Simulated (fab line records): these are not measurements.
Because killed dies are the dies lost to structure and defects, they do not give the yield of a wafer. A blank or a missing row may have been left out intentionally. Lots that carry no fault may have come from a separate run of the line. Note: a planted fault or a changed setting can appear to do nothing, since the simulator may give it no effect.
Split-lot study + flow n5Finfet + route with 1938 steps; 7 lots, 21 wafers read

== SPLIT DETAILS ==
At N5_BEOL_M15_COAT_22 (resist thk 800 nm), the setting spinRpm was moved away from the recipe's 1704 rpm on 4 of the 21 wafers read, by -10.9% to +3.7%. For the rest of the wafers, this setting stayed at what the recipe calls for.

== FROM THE SPLIT TO THE READING: what the file shows between them, 4 steps ==
- N5_BEOL_M15_EBR_24
- N5_BEOL_M15_SOFTBAKE_23: time 60 s
- N5_BEOL_M15_DESCUM_33: chemistry O2, time 7.9 s
- N5_BEOL_M15_ETCH_61: etches BARC in N2/H2, target depth 89 nm, overetch 26.7 nm, time 67.9 s

== THE READING ==
coat_of_BEOL_M15_COAT_22.thkNm (the simulator's own value, which no gauge read), in nm, at N5_BEOL_M15_TRENCH_ETCH_34 (etches SiO2 in C4F8/O2/Ar, target depth 872.93 nm, time 199 s). There is no usual value for it anywhere in the file. Average 543.4 nm, standard deviation 4.5 nm, over the 17 wafers here run with the recipe.

| wafer  | tool, chamber at the split | spinRpm as run, rpm | against the recipe | coat_of_BEOL_M15_COAT_22.thkNm, nm | against lot-mates on the recipe |
|--------|----------------------------|---------------------|--------------------|------------------------------------|---------------------------------|
| L078.1 | lithoTrack-02, 0           | 1704                | recipe             | 545.6                              | -                               |
| L078.2 | lithoTrack-02, 0           | 1519                | -10.9%             | 597.6                              | +54.7                           |
| L078.4 | lithoTrack-02, 0           | 1704                | recipe             | 540.2                              | -                               |
| L079.4 | lithoTrack-02, 0           | 1767                | +3.7%              | 529.6                              | -7.4                            |
| L079.5 | lithoTrack-02, 0           | 1767                | +3.7%              | 522                                | -15.0                           |
| L079.6 | lithoTrack-02, 0           | 1704                | recipe             | 537                                | -                               |
| L080.2 | lithoTrack-03, 0           | 1704                | recipe             | 542.4                              | -                               |
| L080.3 | lithoTrack-03, 0           | 1611                | -5.5%              | 562.2                              | +20.2                           |
| L080.5 | lithoTrack-03, 0           | 1704                | recipe             | 541.6                              | -                               |
| L081.1 | lithoTrack-02, 0           | 1704                | recipe             | 543.2                              | -                               |
| L081.2 | lithoTrack-02, 0           | 1704                | recipe             | 545.6                              | -                               |
| L081.3 | lithoTrack-02, 0           | 1704                | recipe             | 539.8                              | -                               |
| L083.2 | lithoTrack-03, 0           | 1704                | recipe             | 543                                | -                               |
| L083.3 | lithoTrack-03, 0           | 1704                | recipe             | 552.8                              | -                               |
| L083.4 | lithoTrack-03, 0           | 1704                | recipe             | 544.2                              | -                               |
| L084.1 | lithoTrack-02, 0           | 1704                | recipe             | 551.2                              | -                               |
| L084.2 | lithoTrack-02, 0           | 1704                | recipe             | 544.6                              | -                               |
| L084.4 | lithoTrack-02, 0           | 1704                | recipe             | 544.6                              | -                               |
| L095.2 | lithoTrack-04, 0           | 1704                | recipe             | 540.4                              | -                               |
| L095.3 | lithoTrack-04, 0           | 1704                | recipe             | 547.8                              | -                               |
| L095.5 | lithoTrack-04, 0           | 1704                | recipe             | 534.6                              | -                               |

FIT RESULTS
A straight line over all 21 wafers: coat_of_BEOL_M15_COAT_22.thkNm changes by -4.7 nm for each +1% of spinRpm; r = -0.95; the points scatter about the line by 4.7 nm.
The same after taking each lot's own level away (the mean of its wafers on the recipe; 21 wafers): -4.47 nm for each +1%; r = -0.95; scatter 4.2 nm.
That fit puts the effect of the largest move of spinRpm on the reading at 48 nm.
Across the lots, their own levels run from 537.00 to 546.80 nm, a range of 2.2 times the standard deviation given above.
Consequently the slope shifts little with the lot-to-lot level, the two slopes agreeing.
Check: with one of the wafers moved furthest among these (-10.9%) left out of the fit, the line predicts +37 nm for it against its lot-mates. It came out at +54.7 nm against them.

== THESE WAFERS: OTHER SPLITS ==
Note: prior to the reading, these wafers also went through further splits. Each is held against what the fit with the lots' levels taken away leaves over:
| other split on the same wafers      | wafers away from the commonest value | r with coat_of_BEOL_M15_COAT_22.thkNm (lot level and that fit taken away) |
|-------------------------------------|--------------------------------------|---------------------------------------------------------------------------|
| N5_BEOL_M14_DEVELOP_27 developTimeS | 9                                    | +0.01                                                                     |

== THE WHOLE CHAIN: every reading that the file lists as answering this split, in the file's order ==
| step                       | what it does                                                            | reading                                                                         | change (the file's fit)              | r (the file's) |
|----------------------------|-------------------------------------------------------------------------|---------------------------------------------------------------------------------|--------------------------------------|----------------|
| N5_BEOL_M15_COAT_22        | resist thk 800 nm                                                       | coat_of_BEOL_M15_COAT_22.thkNm (the simulator's own value, which no gauge read) | -4.32 nm for each +1% of the setting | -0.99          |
| N5_BEOL_M15_ETCH_61        | etches BARC in N2/H2, target depth 89 nm, overetch 26.7 nm, time 67.9 s | coat_of_BEOL_M15_COAT_22.thkNm (the simulator's own value, which no gauge read) | -4.43 nm for each +1% of the setting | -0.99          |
| N5_BEOL_M15_TRENCH_ETCH_34 | etches SiO2 in C4F8/O2/Ar, target depth 872.93 nm, time 199 s           | coat_of_BEOL_M15_COAT_22.thkNm (the simulator's own value, which no gauge read) | -4.62 nm for each +1% of the setting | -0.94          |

== THE FILE'S OWN FIT ==
coat_of_BEOL_M15_COAT_22.thkNm changes by -4.62 nm for each +1% of spinRpm, r = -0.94.
